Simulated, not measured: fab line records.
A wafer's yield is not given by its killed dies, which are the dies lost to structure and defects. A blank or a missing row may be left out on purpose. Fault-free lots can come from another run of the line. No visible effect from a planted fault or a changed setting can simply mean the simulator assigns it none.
fab line records ; flow n5Finfet ; part 1 of 2: steps 1 to 19 of 29
record: lots: 5; wafers: 15; lastDay: 16
route steps=1938 shown FIN_CUT@170 STI_FIN_REVEAL@183
lots untouched by any fault: they come from a run of this same line in which no faults occurred
startH: the number of hours between the record's first day and the start of the first shown wafer of the lot ; waitH: hours since the lot's step before ; " same as the row above ; L1.1+2: a single row standing in for several wafers ; - no value present, or no start provided ; * or withheld: withheld ; < > ~ a bound
route shown NAME@n: a module of which the file shows steps, and the number in the route of the first ; usual: the fault-free wafers' mean and standard deviation ; same: alike in all rows ; chamber/n: place in a boat ; sites: per-site readings ; _std_site: the values' standard deviation ; _edge_site: inner sites' mean taken away from outer sites' mean ; radiusMm: for every site, how far away it sits from the centre of the wafer ; mask NAME#n: copy n ; behind: the most recent tool/chamber to have shaped the wafer ; hold: why the lot was held/for how many hours/how that ended ; device: which transistor (n, p or np) failed to switch ; end of line: tests of these same wafers at the route's end ; a step without rows: its recipe alone ; killed: at the first sort, the dies lost to defects and structure; wafer yield is something else ; map: a wafer's dies, x killed, . not, _ none there
set.NAME: setting as actually run; set.NAME@STEP: the setting as run at that earlier step ; model.NAME: the simulator's own value behind a step, which no gauge read
lots seen at some steps along the route; tables by step, rows by wafer
services: when a tool's chamber went out of use (startH, in hours from the record's first day, below 0 if earlier), for how many hours, and the reason
== steps ==
step: N5_FIN_CUT_STRIP_23
recipe: chemistry: N2/H2; tempC: 40; n2FlowSccm: 200; h2FlowSccm: 200; rfFrequencyHz: 6e+07
lot.wafer;tool;chamber;startH;waitH
L080.2+3+6;rieDiel-03;2,1,1;64.50;0.2
L082.2+4+6;rieDiel-06;2,3,0;77.55;0.2
L087.1+4+5;rieDiel-03;0,3,1;106.91;0.2
L088.1+3+5;rieDiel-06;3,0,1;111.40;0.2
L091.2+3+5;rieDiel-04;0,3,0;128.67;0.2
step: N5_FIN_CUT_STRIP_31
recipe: chemistry: N2/H2; tempC: 40; n2FlowSccm: 200; h2FlowSccm: 200; rfFrequencyHz: 6e+07
lot.wafer;tool;chamber;startH;waitH
L080.2+3+6;rieDiel-03;2,1,1;64.51;0.0
L082.2+4+6;rieDiel-06;2,3,0;77.56;0.0
L087.1+4+5;rieDiel-03;0,3,1;106.92;0.0
L088.1+3+5;rieDiel-06;3,0,1;111.41;0.0
L091.2+3+5;rieDiel-04;0,3,0;128.68;0.0
step: N5_FIN_CUT_STRIP_24
recipe: chemistry: CF4; resist: SiARC; powerW: 300; biasPowerW: 75; pressureMtorr: 50; cf4FlowSccm: 150; rfFrequencyHz: 6e+07
usual: drypumpMotorCurrentA: 5.8/0.34; oesProductAu: 0.77/0.084; rfVppV: 271.5/1.3; showerheadPlenumPTorr: 1.81/0.047; throttleValvePct: 13.6/0.31
lot.wafer;tool;chamber;startH;waitH;drypumpMotorCurrentA;oesProductAu;rfHoursCounterH;rfVppV;showerheadPlenumPTorr;throttleValvePct
L080.2;rieDiel-03;2;64.52;0.0;6.3;0.68;240;270.8;1.78;13.8
L080.3;rieDiel-03;1;64.52;0.0;6.1;0.77;132;272.2;1.88;13.9
L080.6;rieDiel-03;1;64.52;0.0;6.1;0.78;-;273.5;1.88;13.9
L082.2;rieDiel-06;2;77.57;0.0;5.2;0.86;45;273.3;1.83;13.7
L082.4;rieDiel-06;3;77.57;0.0;5.8;0.67;240;270.6;1.84;13.6
L082.6;rieDiel-06;0;77.57;0.0;5.7;0.72;-;272.6;1.85;13.6
L087.1;rieDiel-03;0;106.93;0.0;5.6;0.91;25;271.2;1.75;12.9
L087.4;rieDiel-03;3;106.93;0.0;6.3;0.77;-;272.7;1.88;13.5
L087.5;rieDiel-03;1;106.93;0.0;6.1;0.76;-;273.1;1.87;13.9
L088.1;rieDiel-06;3;111.42;0.0;5.8;0.66;251;270.9;1.84;13.7
L088.3;rieDiel-06;0;111.42;0.0;5.8;0.71;204;272.6;1.85;13.6
L088.5;rieDiel-06;1;111.42;0.0;5.9;0.71;-;271.5;1.77;14.0
L091.2;rieDiel-04;0;128.69;0.0;6.3;0.67;237;268.2;1.77;14.1
L091.3;rieDiel-04;3;128.69;0.0;5.4;0.79;100;272.1;1.81;13.5
L091.5;rieDiel-04;0;128.69;0.0;6.3;0.68;-;271.6;1.77;14.1
step: N5_FIN_CUT_CUT_ETCH_26
recipe: chemistry: CH3F/O2; target: SiNx; targetDepthA: 390; maskMaterial: SOC; timeS: 55.7; pressureMtorr: 30; sourceW: 395; biasW: 73; Ar_flow_sccm: 150; CH3F_flow_sccm: 30; O2_flow_sccm: 20; ionEnergyEv: 120
usual: biasW: 73.02/0.2; drypumpMotorCurrentA: 5.8/0.34; oesProductAu: 0.77/0.09; rfVppV: 297/3.3; showerheadPlenumPTorr: 2.02/0.055; throttleValvePct: 16.39/0.29
lot.wafer;tool;chamber;startH;waitH;biasW;drypumpMotorCurrentA;oesProductAu;rfHoursCounterH;rfVppV;showerheadPlenumPTorr;throttleValvePct
L080.2;rieDiel-03;2;64.54;0.0;72.91;6.3;0.69;240;293;1.97;16.46
L080.3;rieDiel-03;1;64.54;0.0;73.14;6.1;0.78;132;299;2.10;16.68
L080.6;rieDiel-03;1;64.54;0.0;72.95;6.1;0.77;-;301;2.10;16.72
L082.2;rieDiel-06;2;77.59;0.0;73.28;5.2;0.87;45;301;2.03;16.43
L082.4;rieDiel-06;3;77.59;0.0;72.61;5.8;0.66;240;292;2.05;16.33
L082.6;rieDiel-06;0;77.59;0.0;72.74;5.7;0.71;-;301;2.07;16.37
L087.1;rieDiel-03;0;106.95;0.0;73.01;5.7;0.94;25;296;1.96;15.76
L087.4;rieDiel-03;3;106.95;0.0;72.81;6.3;0.78;-;294;2.09;16.28
L087.5;rieDiel-03;1;106.95;0.0;73.10;6.1;0.77;-;302;2.09;16.71
L088.1;rieDiel-06;3;111.44;0.0;72.93;5.8;0.66;251;294;2.05;16.32
L088.3;rieDiel-06;0;111.44;0.0;73.50;5.7;0.71;204;300;2.06;16.39
L088.5;rieDiel-06;1;111.44;0.0;73.05;5.9;0.71;-;302;1.98;16.86
L091.2;rieDiel-04;0;128.71;0.0;73.00;6.3;0.67;237;297;1.97;16.81
L091.3;rieDiel-04;3;128.71;0.0;72.79;5.4;0.81;100;299;2.02;16.28
L091.5;rieDiel-04;0;128.71;0.0;73.12;6.3;0.67;-;298;1.97;16.82
step: N5_FIN_CUT_CUT_ETCH_27
recipe: chemistry: CHF3/O2; target: SiO2; targetDepthA: 40; maskMaterial: SOC; overetchA: 20; timeS: 4.9; pressureMtorr: 30; sourceW: 650; biasW: 170; Ar_flow_sccm: 200; CHF3_flow_sccm: 50; O2_flow_sccm: 5; ionEnergyEv: 200
usual: biasW: 170.0/0.5; drypumpMotorCurrentA: 5.8/0.34; oesProductAu: 0.61/0.067; rfVppV: 523/6.1; showerheadPlenumPTorr: 2.44/0.064; throttleValvePct: 18.85/0.29
lot.wafer;tool;chamber;startH;waitH;biasW;drypumpMotorCurrentA;oesProductAu;rfHoursCounterH;rfVppV;showerheadPlenumPTorr;throttleValvePct
L080.2;rieDiel-03;2;64.59;0.0;169.8;6.3;0.55;240;515;2.37;18.87
L080.3;rieDiel-03;1;64.59;0.0;170.3;6.1;0.62;132;529;2.52;19.19
L080.6;rieDiel-03;1;64.59;0.0;170.4;6.1;0.62;-;529;2.52;19.18
L082.2;rieDiel-06;2;77.64;0.0;170.7;5.2;0.68;45;533;2.44;18.94
L082.4;rieDiel-06;3;77.64;0.0;169.8;5.8;0.54;240;518;2.47;18.74
L082.6;rieDiel-06;0;77.64;0.0;169.5;5.7;0.57;-;530;2.48;18.80
L087.1;rieDiel-03;0;106.99;0.0;170.0;5.6;0.74;25;520;2.36;18.24
L087.4;rieDiel-03;3;106.99;0.0;170.3;6.3;0.62;-;520;2.52;18.77
L087.5;rieDiel-03;1;106.99;0.0;169.6;6.1;0.61;-;529;2.52;19.21
L088.1;rieDiel-06;3;111.49;0.0;169.9;5.8;0.52;251;518;2.47;18.78
L088.3;rieDiel-06;0;111.49;0.0;169.3;5.7;0.56;204;530;2.48;18.82
L088.5;rieDiel-06;1;111.49;0.0;169.9;5.9;0.56;-;537;2.39;19.32
L091.2;rieDiel-04;0;128.75;0.0;170.6;6.3;0.53;237;523;2.38;19.28
L091.3;rieDiel-04;3;128.75;0.0;170.3;5.4;0.63;100;528;2.43;18.76
L091.5;rieDiel-04;0;128.75;0.0;169.7;6.3;0.54;-;523;2.38;19.28
step: N5_FIN_CUT_PRECLEAN_35
recipe: timeS: 13.3; tempC: 45; pressureTorr: 125; pHfTorr: 3; pCoreactantTorr: 25; chemistry: vHF
usual: drypumpMotorCurrentA: 6.0/0.41
lot.wafer;tool;chamber;startH;waitH;drypumpMotorCurrentA
L080.2;vaporEtch-01;0;64.66;0.0;5.5
L080.3;vaporEtch-01;0;64.66;0.0;5.5
L080.6;vaporEtch-01;0;64.66;0.0;5.5
L082.2;vaporEtch-01;0;77.70;0.0;5.6
L082.4;vaporEtch-01;1;77.70;0.0;6.4
L082.6;vaporEtch-01;1;77.70;0.0;6.4
L087.1;vaporEtch-01;0;107.06;0.0;5.5
L087.4;vaporEtch-01;0;107.06;0.0;5.5
L087.5;vaporEtch-01;1;107.06;0.0;6.4
L088.1;vaporEtch-02;0;111.56;0.0;6.4
L088.3;vaporEtch-02;0;111.56;0.0;6.4
L088.5;vaporEtch-02;0;111.56;0.0;6.4
L091.2;vaporEtch-01;0;128.82;0.0;5.6
L091.3;vaporEtch-01;1;128.82;0.0;6.4
L091.5;vaporEtch-01;0;128.82;0.0;5.6
step: N5_FIN_CUT_CUT_ETCH_15
recipe: chemistry: HBr/Cl2/O2; target: Si; targetDepthA: 1000; btTimeS: 10; maskMaterial: SOC; timeS: 42.4; ionEnergyEv: *; biasW: *; pressureMtorr: 10; icpW: 800; HBr_flow_sccm: 150; Cl2_flow_sccm: 80; O2_flow_sccm: 12
usual: biasW: *; drypumpMotorCurrentA: 5.8/0.38; oesProductAu: 1.003/0.018; throttleValvePct: 37.21/0.24
lot.wafer;tool;chamber;startH;waitH;biasW;drypumpMotorCurrentA;oesProductAu;rfHoursCounterH;throttleValvePct
L080.2;rieSi-06;0;64.74;0.1;*;5.7;0.993;27;36.99
L080.3;rieSi-06;2;64.74;0.1;*;5.6;0.992;18;37.54
L080.6;rieSi-06;1;64.74;0.1;*;5.7;1.029;-;37.14
L082.2;rieSi-06;3;77.79;0.1;*;6.2;1.024;135;36.60
L082.4;rieSi-06;1;77.79;0.1;*;5.7;1.035;144;37.15
L082.6;rieSi-06;1;77.79;0.1;*;5.7;1.038;-;37.15
L087.1;rieSi-02;3;107.15;0.1;*;5.2;1.023;155;37.01
L087.4;rieSi-02;1;107.15;0.1;*;6.1;0.984;1;37.09
L087.5;rieSi-02;1;107.15;0.1;*;6.1;0.988;-;37.10
L088.1;rieSi-05;3;111.64;0.1;*;5.2;1.013;17;37.17
L088.3;rieSi-05;0;111.64;0.1;*;6.2;1.009;96;37.38
L088.5;rieSi-05;1;111.64;0.1;*;6.1;1.013;-;37.48
L091.2;rieSi-02;3;128.90;0.1;*;5.3;1.025;155;37.01
L091.3;rieSi-02;1;128.90;0.1;*;6.1;0.980;1;37.11
L091.5;rieSi-02;1;128.90;0.1;*;6.2;0.985;-;37.08
step: N5_FIN_CUT_CUT_ETCH_28
recipe: chemistry: HBr/Cl2/O2; target: Si; targetDepthA: 60; maskMaterial: SOC; timeS: 2.4; ionEnergyEv: *; biasW: *; pressureMtorr: 10; icpW: 800; HBr_flow_sccm: 150; Cl2_flow_sccm: 80; O2_flow_sccm: 12
usual: biasW: *; drypumpMotorCurrentA: 5.8/0.38; oesProductAu: 1.002/0.018; throttleValvePct: 37.20/0.24
lot.wafer;tool;chamber;startH;waitH;biasW;drypumpMotorCurrentA;oesProductAu;rfHoursCounterH;throttleValvePct
L080.2;rieSi-06;0;64.79;0.0;*;5.7;0.983;27;36.96
L080.3;rieSi-06;2;64.79;0.0;*;5.7;1.001;18;37.53
L080.6;rieSi-06;1;64.79;0.0;*;5.7;1.031;-;37.15
L082.2;rieSi-06;3;77.84;0.0;*;6.2;1.021;135;36.60
L082.4;rieSi-06;1;77.84;0.0;*;5.7;1.033;144;37.13
L082.6;rieSi-06;1;77.84;0.0;*;5.7;1.031;-;37.13
L087.1;rieSi-02;3;107.20;0.0;*;5.3;1.020;155;37.00
L087.4;rieSi-02;1;107.20;0.0;*;6.1;0.974;1;37.10
L087.5;rieSi-02;1;107.20;0.0;*;6.1;0.990;-;37.10
L088.1;rieSi-05;3;111.69;0.0;*;5.2;1.009;17;37.18
L088.3;rieSi-05;0;111.69;0.0;*;6.2;0.994;96;37.37
L088.5;rieSi-05;1;111.69;0.0;*;6.1;1.016;-;37.47
L091.2;rieSi-02;3;128.96;0.0;*;5.3;1.024;155;37.01
L091.3;rieSi-02;1;128.96;0.0;*;6.2;0.980;1;37.11
L091.5;rieSi-02;1;128.96;0.0;*;6.1;0.987;-;37.09
step: N5_FIN_CUT_STRIP_22
recipe: chemistry: N2/H2; powerW: 500; tempC: 40; pressureMtorr: 50; rfFrequencyHz: 6e+07; overashFraction: 0.3; biasPowerW: 8; h2Frac: 0.5; n2FlowSccm: 300; h2FlowSccm: 300
usual: drypumpMotorCurrentA: 5.8/0.35; oesProductAu: 0.78/0.095; rfVppV: 54.3/2; showerheadPlenumPTorr: 3.39/0.083; throttleValvePct: 19.1/0.38
lot.wafer;tool;chamber;startH;waitH;drypumpMotorCurrentA;oesProductAu;rfHoursCounterH;rfVppV;showerheadPlenumPTorr;throttleValvePct
L080.2;rieDiel-06;2;64.86;0.0;5.2;0.89;42;54.1;3.42;19.1
L080.3;rieDiel-06;0;64.86;0.0;5.8;0.72;190;54.1;3.47;18.9
L080.6;rieDiel-06;1;64.86;0.0;5.9;0.74;-;54.9;3.33;19.5
L082.2;rieDiel-04;1;77.91;0.0;5.6;0.71;185;54.0;3.48;19.2
L082.4;rieDiel-04;0;77.91;0.0;6.3;0.69;221;56.5;3.32;19.4
L082.6;rieDiel-04;1;77.91;0.0;5.6;0.71;-;54.4;3.48;19.2
L087.1;rieDiel-03;0;107.29;0.1;5.6;0.95;25;52.4;3.29;18.2
L087.4;rieDiel-03;3;107.29;0.1;6.3;0.77;-;54.9;3.49;18.7
L087.5;rieDiel-03;0;107.29;0.1;5.6;0.94;-;58.2;3.29;18.2
L088.1;rieDiel-04;3;111.76;0.0;5.4;0.82;95;55.9;3.38;18.8
L088.3;rieDiel-04;1;111.76;0.0;5.6;0.69;197;52.2;3.47;19.2
L088.5;rieDiel-04;1;111.76;0.0;5.5;0.68;-;51.1;3.47;19.2
L091.2;rieDiel-03;2;129.02;0.0;6.3;0.99;1;56.5;3.29;19.0
L091.3;rieDiel-03;3;129.02;0.0;6.3;0.77;141;54.4;3.49;18.7
L091.5;rieDiel-03;2;129.02;0.0;6.3;1.01;-;49.9;3.29;19.0
step: N5_FIN_CUT_PRECLEAN_36
recipe: chemistry: O3/DIW; timeS: 60; tempC: 22; o3Ppm: 10
lot.wafer;tool;chamber;startH;waitH
L080.2+3+6;wetBench-01;5,0,3;64.93;-
L082.2+4+6;wetBench-05;6,0,2;77.97;-
L087.1+4+5;wetBench-01;6,2,5;107.35;-
L088.1+3+5;wetBench-02;5,2,1;111.82;-
L091.2+3+5;wetBench-02;1,7,5;129.09;-
step: N5_FIN_CUT_SRD_32
recipe: dry: ipaMarangoni; timeS: 30; tempC: 23; rinseLiquid: diw
lot.wafer;tool;chamber;startH;waitH
L080.2+3+6;wetBench-01;5,0,3;64.95;0.0
L082.2+4+6;wetBench-05;6,0,2;77.99;0.0
L087.1+4+5;wetBench-01;6,2,5;107.37;0.0
L088.1+3+5;wetBench-02;5,2,1;111.84;0.0
L091.2+3+5;wetBench-02;1,7,5;129.11;0.0
step: N5_FIN_CUT_UV_OZONE_34
recipe: timeS: 120; pressureTorr: 760; tempC: 25
lot.wafer;tool;chamber;startH;waitH
L080.2+3+6;wetBench-01;5,0,3;64.96;0.0
L082.2+4+6;wetBench-05;6,0,2;78.01;0.0
L087.1+4+5;wetBench-01;6,2,5;107.39;0.0
L088.1+3+5;wetBench-02;5,2,1;111.86;0.0
L091.2+3+5;wetBench-02;1,7,5;129.13;0.0
step: N5_FIN_CUT_INSPECT_17
recipe: inspectInstrument: brightfield; mode: aei
usual: rawDefectCount: 236/54
lot.wafer;tool;chamber;startH;waitH;rawDefectCount
L080.2;defectInspect-02;-;65.02;0.0;224
L080.3;defectInspect-02;-;65.02;0.0;208
L080.6;defectInspect-02;-;65.02;0.0;330
L082.2;defectInspect-02;-;78.07;0.0;178
L082.4;defectInspect-02;-;78.07;0.0;155
L082.6;defectInspect-02;-;78.07;0.0;161
L087.1;defectInspect-02;-;107.45;0.0;334
L087.4;defectInspect-02;-;107.45;0.0;220
L087.5;defectInspect-02;-;107.45;0.0;266
L088.1;defectInspect-02;-;111.92;0.0;156
L088.3;defectInspect-02;-;111.92;0.0;201
L088.5;defectInspect-02;-;111.92;0.0;239
L091.2;defectInspect-01;-;129.18;0.0;273
L091.3;defectInspect-01;-;129.18;0.0;223
L091.5;defectInspect-01;-;129.18;0.0;318
step: N5_STI_FIN_REVEAL_ALD_00
recipe: material: SiO2; targetThkA: 10; tempC: 300; aldPrecursorFamily: BDEAS; aldCoReactant: O2-plasma; pulseTimeS: 1; pressureTorr: 2
usual: chamberPressureTorr: 2.001/0.0041; heaterPowerW: 469/35; precursorPulseHeightRel: 1.000/0.018
lot.wafer;tool;chamber;startH;waitH;chamberPressureTorr;heaterPowerW;precursorPulseHeightRel
L080.2;aldSin-01;3;65.58;0.6;2.007;515;1.016
L080.3;aldSin-01;1;65.58;0.6;1.997;437;0.961
L080.6;aldSin-01;0;65.58;0.6;2.000;453;1.002
L082.2;aldSin-02;0;78.10;0.0;2.002;465;1.025
L082.4;aldSin-02;1;78.10;0.0;1.997;405;0.983
L082.6;aldSin-02;0;78.10;0.0;2.002;474;1.001
L087.1;aldSin-01;3;108.09;0.6;2.009;511;1.009
L087.4;aldSin-01;1;108.09;0.6;1.998;443;1.009
L087.5;aldSin-01;2;108.09;0.6;2.000;524;0.996
L088.1;aldSin-02;0;111.95;0.0;2.007;448;0.981
L088.3;aldSin-02;2;111.95;0.0;1.998;392;0.975
L088.5;aldSin-02;2;111.95;0.0;1.996;392;1.006
L091.2;aldSin-01;0;129.22;0.0;2.001;463;0.961
L091.3;aldSin-01;1;129.22;0.0;2.004;451;1.022
L091.5;aldSin-01;0;129.22;0.0;2.004;453;1.003
step: N5_STI_FIN_REVEAL_ALD_14
recipe: material: Si3N4; targetThkA: 30; tempC: 400; aldPrecursorFamily: SiH2I2; aldCoReactant: N2/H2-plasma; pressureTorr: 2
usual: chamberPressureTorr: 2.000/0.0047; heaterPowerW: 836/64
lot.wafer;tool;chamber;startH;waitH;chamberPressureTorr;heaterPowerW
L080.2;aldSin-01;3;65.63;0.0;1.999;930
L080.3;aldSin-01;1;65.63;0.0;2.004;763
L080.6;aldSin-01;0;65.63;0.0;2.000;800
L082.2;aldSin-02;0;78.15;0.0;1.994;843
L082.4;aldSin-02;1;78.15;0.0;1.994;744
L082.6;aldSin-02;0;78.15;0.0;1.989;830
L087.1;aldSin-01;3;108.14;0.0;1.996;921
L087.4;aldSin-01;1;108.14;0.0;1.997;762
L087.5;aldSin-01;2;108.14;0.0;1.997;934
L088.1;aldSin-02;0;112.00;0.0;1.995;790
L088.3;aldSin-02;2;112.00;0.0;1.998;682
L088.5;aldSin-02;2;112.00;0.0;2.001;678
L091.2;aldSin-01;0;129.27;0.0;1.997;822
L091.3;aldSin-01;1;129.27;0.0;2.003;795
L091.5;aldSin-01;0;129.27;0.0;2.005;803
step: N5_STI_FIN_REVEAL_FCVD_FILL_01
recipe: material: SiO2_flowable; targetThkA: 3120; tempC: 100; pressureTorr: 0.8; rfW: 2000; timeS: 512.2
usual: chamberPressureTorr: 0.8000/0.0017
lot.wafer;tool;chamber;startH;waitH;chamberPressureTorr
L080.2;fcvd-01;0;65.87;0.1;0.8002
L080.3;fcvd-01;1;65.87;0.1;0.7985
L080.6;fcvd-01;1;65.87;0.1;0.7993
L082.2;fcvd-02;1;78.39;0.1;0.8027
L082.4;fcvd-02;1;78.39;0.1;0.8016
L082.6;fcvd-02;1;78.39;0.1;0.8007
L087.1;fcvd-01;0;108.37;0.1;0.7984
L087.4;fcvd-01;1;108.37;0.1;0.7987
L087.5;fcvd-01;1;108.37;0.1;0.7989
L088.1;fcvd-02;1;112.24;0.1;0.8005
L088.3;fcvd-02;0;112.24;0.1;0.8012
L088.5;fcvd-02;1;112.24;0.1;0.8001
L091.2;fcvd-02;1;129.51;0.1;0.8025
L091.3;fcvd-02;0;129.51;0.1;0.7999
L091.5;fcvd-02;0;129.51;0.1;0.8028
step: N5_STI_FIN_REVEAL_DENSIFY_02
recipe: tempC: 650; ambient: steam; timeS: 1800; idleTempC: 400; densificationPH2oTorr: 640
usual: zonePowerBottomPct: 15.4/1.3
lot.wafer;tool;chamber;startH;waitH;zonePowerBottomPct
L080.2;furnace-03;0;66.51;0.4;16.8
L080.3;furnace-03;0;66.51;0.4;16.9
L080.6;furnace-03;0;66.51;0.4;16.7
L082.2;furnace-01;0;79.02;0.4;15.2
L082.4;furnace-01;0;79.02;0.4;15.3
L082.6;furnace-01;0;79.02;0.4;15.3
L087.1;furnace-01;0;109.21;0.6;15.5
L087.4;furnace-01;0;109.21;0.6;15.3
L087.5;furnace-01;0;109.21;0.6;15.3
L088.1;furnace-03;0;112.88;0.4;16.9
L088.3;furnace-03;0;112.88;0.4;16.5
L088.5;furnace-03;0;112.88;0.4;16.7
L091.2;furnace-02;0;130.14;0.4;13.6
L091.3;furnace-02;0;130.14;0.4;13.5
L091.5;furnace-02;0;130.14;0.4;13.6
step: N5_STI_FIN_REVEAL_CMP_04
recipe: stopOn: Si3N4; tOverpolishS: 4; downForcePsi: 2; platenRpm: 54.18; postCmpClean: alkalineBrush; padVelocityMS: 1.078; targetThkNm: 131.83
usual: motorCurrentA: 7.6/0.49; overpolishRunS: 4.000/0.0086; timeToEndpointS: 103.1/2.8
lot.wafer;tool;chamber;startH;waitH;motorCurrentA;overpolishRunS;timeToEndpointS
L080.2;cmp-01;2;70.72;0.1;7.1;4.021;100.7
L080.3;cmp-01;0;70.72;0.1;8.5;3.999;98.7
L080.6;cmp-01;1;70.72;0.1;7.0;4.002;101.2
L082.2;cmp-02;0;83.19;0.0;6.9;4.006;107.4
L082.4;cmp-02;3;83.19;0.0;8.4;3.989;105.4
L082.6;cmp-02;0;83.19;0.0;6.9;4.004;106.3
L087.4;cmp-02;2;113.41;0.1;7.3;4.010;102.5
L087.1;cmp-02;0;113.41;0.1;6.8;3.988;104.4
L087.5;cmp-02;2;113.41;0.1;6.8;4.017;101.3
L088.3;cmp-01;2;117.08;0.1;7.0;3.996;102.7
L088.1;cmp-01;3;117.08;0.1;7.4;4.003;105.7
L088.5;cmp-01;2;117.08;0.1;7.5;3.998;104.3
L091.2;cmp-04;1;134.32;0.0;8.3;3.997;101.8
L091.3;cmp-04;0;134.32;0.0;8.1;3.998;97.9
L091.5;cmp-04;2;134.32;0.0;7.7;4.003;99.6
step: N5_STI_FIN_REVEAL_THK_MEAS_05
usual: thkNm: 131.8/0.87
lot.wafer;tool;chamber;startH;waitH;thkNm
L080.2;filmMetro-01;-;70.98;-;132.0
L080.3;filmMetro-01;-;70.98;-;131.0
L080.6;filmMetro-01;-;70.98;-;132.7
L082.2;filmMetro-01;-;83.49;-;132.6
L082.4;filmMetro-01;-;83.49;-;132.3
L082.6;filmMetro-01;-;83.49;-;132.3
L087.1;filmMetro-01;-;113.67;-;130.9
L087.4;filmMetro-01;-;113.67;-;131.4
L087.5;filmMetro-01;-;113.67;-;131.7
L088.1;filmMetro-01;-;117.34;-;131.3
L088.3;filmMetro-01;-;117.34;-;131.6
L088.5;filmMetro-01;-;117.34;-;131.3
L091.2;filmMetro-02;-;134.62;-;132.6
L091.3;filmMetro-02;-;134.62;-;131.7
L091.5;filmMetro-02;-;134.62;-;131.4
